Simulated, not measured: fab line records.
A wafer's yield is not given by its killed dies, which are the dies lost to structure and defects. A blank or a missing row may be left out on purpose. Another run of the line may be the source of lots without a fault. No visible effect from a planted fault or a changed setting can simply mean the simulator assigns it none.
Comparing a struck lot with a sound one | flow nand harc | 17 steps out of a route of 1302
Sound: wafers L275.1, L275.2, L275.5. The struck wafers were L283.3, L283.5, L283.6. The cause is named last.
Each step with rows lists, per side, the tool, then ch with its chambers, then its first start. Under that, the readings that differ: sound wafers | struck wafers | difference of the means | sigmas: that difference in standard deviations of wafers without a fault.
alike: readings with means less than 2 such deviations apart, plus words and numbers identical on both sides. not compared: withheld readings, readings lacking a value on some wafer, bounds such as >300 that could conceal the same value, and numbers that have no deviation in the record and whose values overlap.
The two part at a step that has a row with sigmas, a row that says differs or no value, or rows on one side only. When numbers do not overlap yet have no deviation, they are printed without sigmas and do not part them. Lack of a reading on every wafer of one side parts them only where that side has two or more wafers.

first, 2 steps without rows for these wafers: NHARC_P_STI_SRD_39; NHARC_P_STI_OXIDE_40 (material SiO2, target thk 10 nm, ox time 1362 s).
NHARC_P_STI_INSPECT_25:
  sound on defect inspect-01 at day 5 15:39; struck on defect inspect-02 at day 8 22:40
  alike: raw defect count
then, 9 steps without rows for these wafers: NHARC_P_GATE_ETCH_69 (etches SiO2 in dHF, target depth 14 nm); NHARC_P_GATE_PRECLEAN_70 (cleans in SC1); NHARC_P_GATE_SRD_01; NHARC_P_GATE_OXIDE_02 (material SiO2, target thk 37.5 nm, ox time 365 s); NHARC_P_GATE_DEHYDRATE_03 (time 120 s); NHARC_P_GATE_HMDS_04 (time 30 s); NHARC_P_GATE_COAT_05; NHARC_P_GATE_SOFTBAKE_06 (time 95 s); NHARC_P_GATE_EBR_07.
NHARC_P_GATE_EXPOSE_08: exposes mask P HV.
  sound on krf scanner-04 ch 0, day 6 00:28; struck on krf scanner-04 ch 0, day 9 07:13
  reading | sound                | struck                     | difference | sigmas
  mask    | P_HV#0 P_HV#0 P_HV#0 | P_HVPW#0 P_HVPW#0 P_HVPW#0 | differs    |
  alike: reticle temp C
then, 2 steps without rows for these wafers: NHARC_P_GATE_PEB_09 (peb time 85 s); NHARC_P_GATE_DEVELOP_10 (time 70 s).
NHARC_P_GATE_CD_MEAS_11: the cd target is 1640 nm.
  sound on cd sem-02 ch 0, day 6 00:37; struck on cd sem-01 ch 0, day 9 07:22
  reading    | sound                | struck | difference                    | sigmas
  cd nm (nm) | 1638.2 1637.4 1639.6 | - - -  | no value on the struck wafers |
then, 1 step without rows for these wafers: NHARC_P_GATE_HARDBAKE_12 (time 80 s).

## WHERE THEY PART
At NHARC_P_GATE_EXPOSE_08 first; at NHARC_P_GATE_CD_MEAS_11 last (within this record only).

WHY: the cause the simulator had injected
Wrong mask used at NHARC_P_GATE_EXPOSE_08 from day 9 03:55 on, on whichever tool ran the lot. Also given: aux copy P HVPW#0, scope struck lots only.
